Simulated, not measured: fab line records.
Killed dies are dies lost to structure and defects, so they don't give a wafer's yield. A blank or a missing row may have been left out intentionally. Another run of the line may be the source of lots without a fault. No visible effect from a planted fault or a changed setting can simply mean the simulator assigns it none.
What tool caused it? / flow nandHarc / Sampling: 11 lots, 33 wafers, 6 of 1302 route steps

## WHAT THE GAUGES READ, wafer by wafer
NHARC_P_GATE_CD_MEAS_26 targets a cd of 120 nm.
lot=L561; measured=day 5 01:41; on=cdSem-01; cdNm (nm)=119.7 120.0 120.0
lot=L562; measured=day 5 12:02; on=cdSem-03; cdNm (nm)=120.4 119.7 120.4
lot=L565; measured=day 6 12:37; on=cdSem-01; cdNm (nm)=121.1 119.8 120.3
lot=L567; measured=day 7 05:59; on=cdSem-03; cdNm (nm)=120.3 119.1 119.9
lot=L568; measured=day 7 20:38; on=cdSem-02; cdNm (nm)=119.4 118.8 119.9
lot=L572; measured=day 9 18:59; on=cdSem-03; cdNm (nm)=108.8 108.7 108.7
lot=L575; measured=day 11 08:30; on=cdSem-03; cdNm (nm)=119.7 120.4 119.2
lot=L580; measured=day 12 22:40; on=cdSem-03; cdNm (nm)=120.6 119.4 120.6
lot=L581; measured=day 13 13:05; on=cdSem-01; cdNm (nm)=119.8 120.6 119.7
lot=L583; measured=day 14 00:43; on=cdSem-01; cdNm (nm)=120.0 120.5 120.3
lot=L584; measured=day 14 12:34; on=cdSem-03; cdNm (nm)=121.0 119.9 118.8

NHARC_END_SORT_01.
lot=L572; measured=day 29 06:38; on=prober-02; killedAtArray=79 91 93; killedAtOther=0 1 0; killedAtPeriphery=2 9 4; killedDies=81 101 97; killedOpen=3 2 3; killedShort=2 1 1

## TOOL THAT RAN EACH LOT (tool first, then ch and the chambers of the sampled wafers, then the start)
lot=L561; NHARC_P_STI_ETCH_31=rieDiel-07 ch 1,3, day 5 00:28 or earlier; NHARC_P_GATE_HM_DEP_102=aclDep-03 ch 0, day 5 00:28; NHARC_P_GATE_EXPOSE_23=arfiScanner-03 ch 0, day 5 01:34; NHARC_P_GATE_ETCH_104=rieDiel-03 ch 2,3, day 5 01:58
lot=L562; NHARC_P_STI_ETCH_31=rieDiel-12 ch 1,3, day 5 10:49 or earlier; NHARC_P_GATE_HM_DEP_102=aclDep-03 ch 0, day 5 10:49; NHARC_P_GATE_EXPOSE_23=arfiScanner-03 ch 0, day 5 11:54; NHARC_P_GATE_ETCH_104=rieDiel-06 ch 0,1,2, day 5 12:19
lot=L565; NHARC_P_STI_ETCH_31=rieDiel-07 ch 0,2,3, day 6 11:43 or earlier; NHARC_P_GATE_HM_DEP_102=aclDep-03 ch 0, day 6 11:43; NHARC_P_GATE_EXPOSE_23=arfiScanner-01 ch 0, day 6 12:29; NHARC_P_GATE_ETCH_104=rieDiel-03 ch 0,1,2, day 6 12:54
lot=L567; NHARC_P_STI_ETCH_31=rieDiel-07 ch 1,2, day 7 04:53 or earlier; NHARC_P_GATE_HM_DEP_102=aclDep-01 ch 0, day 7 04:53; NHARC_P_GATE_EXPOSE_23=arfiScanner-01 ch 0, day 7 05:50; NHARC_P_GATE_ETCH_104=rieDiel-10 ch 0,1, day 7 06:14
lot=L568; NHARC_P_STI_ETCH_31=rieDiel-12 ch 2,3, day 7 19:26 or earlier; NHARC_P_GATE_HM_DEP_102=aclDep-03 ch 0, day 7 19:26; NHARC_P_GATE_EXPOSE_23=arfiScanner-01 ch 0, day 7 20:30; NHARC_P_GATE_ETCH_104=rieDiel-10 ch 0,1,2, day 7 20:55
lot=L572; NHARC_P_STI_ETCH_31=rieDiel-12 ch 1,3, day 9 17:53 or earlier; NHARC_P_GATE_HM_DEP_102=aclDep-01 ch 0, day 9 17:53; NHARC_P_GATE_EXPOSE_23=arfiScanner-03 ch 0, day 9 18:52; NHARC_P_GATE_ETCH_104=rieDiel-06 ch 0,1,2, day 9 19:16
lot=L575; NHARC_P_STI_ETCH_31=rieDiel-02 ch 0,2,3, day 11 07:03 or earlier; NHARC_P_GATE_HM_DEP_102=aclDep-01 ch 0, day 11 07:03; NHARC_P_GATE_EXPOSE_23=arfiScanner-01 ch 0, day 11 08:22; NHARC_P_GATE_ETCH_104=rieDiel-03 ch 0,1,2, day 11 08:46
lot=L580; NHARC_P_STI_ETCH_31=rieDiel-12 ch 0,1,2, day 12 21:28 or earlier; NHARC_P_GATE_HM_DEP_102=aclDep-03 ch 0, day 12 21:28; NHARC_P_GATE_EXPOSE_23=arfiScanner-01 ch 0, day 12 22:32; NHARC_P_GATE_ETCH_104=rieDiel-06 ch 0,2,3, day 12 22:59
lot=L581; NHARC_P_STI_ETCH_31=rieDiel-02 ch 2,3, day 13 11:45 or earlier; NHARC_P_GATE_HM_DEP_102=aclDep-01 ch 0, day 13 11:45; NHARC_P_GATE_EXPOSE_23=arfiScanner-03 ch 0, day 13 12:56; NHARC_P_GATE_ETCH_104=rieDiel-10 ch 0,1,3, day 13 13:21
lot=L583; NHARC_P_STI_ETCH_31=rieDiel-02 ch 0,1,2, day 13 23:18 or earlier; NHARC_P_GATE_HM_DEP_102=aclDep-01 ch 0, day 13 23:18; NHARC_P_GATE_EXPOSE_23=arfiScanner-01 ch 0, day 14 00:35; NHARC_P_GATE_ETCH_104=rieDiel-10 ch 0,1,3, day 14 01:00
lot=L584; NHARC_P_STI_ETCH_31=rieDiel-02 ch 0,2,3, day 14 11:14 or earlier; NHARC_P_GATE_HM_DEP_102=aclDep-01 ch 0, day 14 11:14; NHARC_P_GATE_EXPOSE_23=arfiScanner-03 ch 0, day 14 12:26; NHARC_P_GATE_ETCH_104=rieDiel-06 ch 0,1,3, day 14 12:51
- NHARC_P_STI_ETCH_31: etches the open film in CF4/CHF3, target depth 108.9 nm, time 54.5 s.
- NHARC_P_GATE_HM_DEP_102: deposits aC, target thk 120 nm.
- NHARC_P_GATE_EXPOSE_23: exposes mask P GATE, target cd 120 nm.
- NHARC_P_GATE_ETCH_104: etches the open film in CF4/CHF3, target depth 60 nm.

## WHAT THE TOOLS THEMSELVES READ (means of the sampled wafers that have a number; where no wafer has one, the mark that the record gives instead)
NHARC_P_STI_ETCH_31.
lot=L561; tool=rieDiel-07; drypumpMotorCurrentA (A)=6.3; oesProductAu (a.u.)=0.974; rfVppV (V)=368.9; showerheadPlenumPTorr (Torr)=1.51; throttleValvePct (%)=16.808
lot=L562; tool=rieDiel-12; drypumpMotorCurrentA (A)=6.5; oesProductAu (a.u.)=0.943; rfVppV (V)=373.1; showerheadPlenumPTorr (Torr)=1.66; throttleValvePct (%)=16.794
lot=L565; tool=rieDiel-07; drypumpMotorCurrentA (A)=6.1; oesProductAu (a.u.)=0.966; rfVppV (V)=370.0; showerheadPlenumPTorr (Torr)=1.57; throttleValvePct (%)=16.812
lot=L567; tool=rieDiel-07; drypumpMotorCurrentA (A)=6.0; oesProductAu (a.u.)=0.955; rfVppV (V)=369.6; showerheadPlenumPTorr (Torr)=1.55; throttleValvePct (%)=16.808
lot=L568; tool=rieDiel-12; drypumpMotorCurrentA (A)=6.0; oesProductAu (a.u.)=0.967; rfVppV (V)=373.7; showerheadPlenumPTorr (Torr)=1.69; throttleValvePct (%)=16.806
lot=L572; tool=rieDiel-12; drypumpMotorCurrentA (A)=6.5; oesProductAu (a.u.)=0.939; rfVppV (V)=373.6; showerheadPlenumPTorr (Torr)=1.66; throttleValvePct (%)=16.800
lot=L575; tool=rieDiel-02; drypumpMotorCurrentA (A)=6.3; oesProductAu (a.u.)=0.976; rfVppV (V)=369.4; showerheadPlenumPTorr (Torr)=1.56; throttleValvePct (%)=16.803
lot=L580; tool=rieDiel-12; drypumpMotorCurrentA (A)=6.0; oesProductAu (a.u.)=0.973; rfVppV (V)=371.3; showerheadPlenumPTorr (Torr)=1.60; throttleValvePct (%)=16.802
lot=L581; tool=rieDiel-02; drypumpMotorCurrentA (A)=6.2; oesProductAu (a.u.)=0.975; rfVppV (V)=370.2; showerheadPlenumPTorr (Torr)=1.54; throttleValvePct (%)=16.797
lot=L583; tool=rieDiel-02; drypumpMotorCurrentA (A)=6.2; oesProductAu (a.u.)=0.958; rfVppV (V)=371.1; showerheadPlenumPTorr (Torr)=1.57; throttleValvePct (%)=16.802
lot=L584; tool=rieDiel-02; drypumpMotorCurrentA (A)=6.3; oesProductAu (a.u.)=0.975; rfVppV (V)=371.3; showerheadPlenumPTorr (Torr)=1.56; throttleValvePct (%)=16.804

NHARC_P_GATE_HM_DEP_102.
lot=L561; tool=aclDep-03; throttleValvePct (%)=35.002
lot=L562; tool=aclDep-03; throttleValvePct (%)=34.994
lot=L565; tool=aclDep-03; throttleValvePct (%)=34.989
lot=L567; tool=aclDep-01; throttleValvePct (%)=35.003
lot=L568; tool=aclDep-03; throttleValvePct (%)=34.996
lot=L572; tool=aclDep-01; throttleValvePct (%)=34.989
lot=L575; tool=aclDep-01; throttleValvePct (%)=34.997
lot=L580; tool=aclDep-03; throttleValvePct (%)=35.005
lot=L581; tool=aclDep-01; throttleValvePct (%)=34.997
lot=L583; tool=aclDep-01; throttleValvePct (%)=34.999
lot=L584; tool=aclDep-01; throttleValvePct (%)=35.001

NHARC_P_GATE_EXPOSE_23.
lot=L561; tool=arfiScanner-03; focusOffsetNm (nm)=-0.2
lot=L562; tool=arfiScanner-03; focusOffsetNm (nm)=0.1
lot=L565; tool=arfiScanner-01; focusOffsetNm (nm)=-0.6
lot=L567; tool=arfiScanner-01; focusOffsetNm (nm)=0.4
lot=L568; tool=arfiScanner-01; focusOffsetNm (nm)=-0.3
lot=L572; tool=arfiScanner-03; focusOffsetNm (nm)=-0.0
lot=L575; tool=arfiScanner-01; focusOffsetNm (nm)=-0.3
lot=L580; tool=arfiScanner-01; focusOffsetNm (nm)=-0.3
lot=L581; tool=arfiScanner-03; focusOffsetNm (nm)=-0.2
lot=L583; tool=arfiScanner-01; focusOffsetNm (nm)=-0.4
lot=L584; tool=arfiScanner-03; focusOffsetNm (nm)=0.6

NHARC_P_GATE_ETCH_104.
lot=L561; tool=rieDiel-03; drypumpMotorCurrentA (A)=4.8; oesProductAu (a.u.)=0.967; rfVppV (V)=374.2; showerheadPlenumPTorr (Torr)=1.66; throttleValvePct (%)=16.798
lot=L562; tool=rieDiel-06; drypumpMotorCurrentA (A)=5.9; oesProductAu (a.u.)=0.924; rfVppV (V)=370.8; showerheadPlenumPTorr (Torr)=1.55; throttleValvePct (%)=16.799
lot=L565; tool=rieDiel-03; drypumpMotorCurrentA (A)=5.4; oesProductAu (a.u.)=0.966; rfVppV (V)=372.0; showerheadPlenumPTorr (Torr)=1.64; throttleValvePct (%)=16.799
lot=L567; tool=rieDiel-10; drypumpMotorCurrentA (A)=6.0; oesProductAu (a.u.)=0.968; rfVppV (V)=370.7; showerheadPlenumPTorr (Torr)=1.55; throttleValvePct (%)=16.806
lot=L568; tool=rieDiel-10; drypumpMotorCurrentA (A)=6.0; oesProductAu (a.u.)=0.969; rfVppV (V)=370.5; showerheadPlenumPTorr (Torr)=1.58; throttleValvePct (%)=16.813
lot=L572; tool=rieDiel-06; drypumpMotorCurrentA (A)=5.9; oesProductAu (a.u.)=0.961; rfVppV (V)=370.0; showerheadPlenumPTorr (Torr)=1.55; throttleValvePct (%)=16.807
lot=L575; tool=rieDiel-03; drypumpMotorCurrentA (A)=5.4; oesProductAu (a.u.)=0.960; rfVppV (V)=372.6; showerheadPlenumPTorr (Torr)=1.64; throttleValvePct (%)=16.803
lot=L580; tool=rieDiel-06; drypumpMotorCurrentA (A)=5.8; oesProductAu (a.u.)=0.931; rfVppV (V)=368.2; showerheadPlenumPTorr (Torr)=1.52; throttleValvePct (%)=16.810
lot=L581; tool=rieDiel-10; drypumpMotorCurrentA (A)=5.9; oesProductAu (a.u.)=0.925; rfVppV (V)=371.7; showerheadPlenumPTorr (Torr)=1.60; throttleValvePct (%)=16.807
lot=L583; tool=rieDiel-10; drypumpMotorCurrentA (A)=5.9; oesProductAu (a.u.)=0.977; rfVppV (V)=371.7; showerheadPlenumPTorr (Torr)=1.60; throttleValvePct (%)=16.804
lot=L584; tool=rieDiel-06; drypumpMotorCurrentA (A)=5.8; oesProductAu (a.u.)=0.968; rfVppV (V)=369.5; showerheadPlenumPTorr (Torr)=1.56; throttleValvePct (%)=16.803

## THE ANSWER, worked out from the rows above alone
Rule: usual is defined by the lots themselves. Put in order of their means at a reading, lots are off if they are a third of the lots or fewer, leave a main group of 4 or more, and stand apart from it by a gap of 3 or more times the standard deviation of the main group's means; of several such gaps the widest counts. Not used: any main group whose means are identical at the precision the tables above print for the reading. A lot without any number at a reading at which 4 lots or more have one is off too. Where the step has rows for the other lots, those lots are counted as sound. The gauges are gone through in route order, then the tools' own readings, and for those a lot's mean is taken as printed above. The first step at which some lot is off is used, and at that step the reading that is off furthest; a lot without a number counts as furthest.
Off: L572, at NHARC_P_GATE_CD_MEAS_26 (cdNm). The main group: mean 120.0 nm, standard deviation 0.29.
If a tool, at a process step before that reading, ran all the lots that are off and no sound lot after the first of them, it fits. Gauges at NHARC_P_GATE_CD_MEAS_26: tried the same way as those tools. NHARC_P_STI_ETCH_31 gives no start for some lots, so the hours and the order of its lots are those of NHARC_P_GATE_HM_DEP_102. Not one of the candidates tried fits.

## WHAT THE SIMULATOR PUT IN
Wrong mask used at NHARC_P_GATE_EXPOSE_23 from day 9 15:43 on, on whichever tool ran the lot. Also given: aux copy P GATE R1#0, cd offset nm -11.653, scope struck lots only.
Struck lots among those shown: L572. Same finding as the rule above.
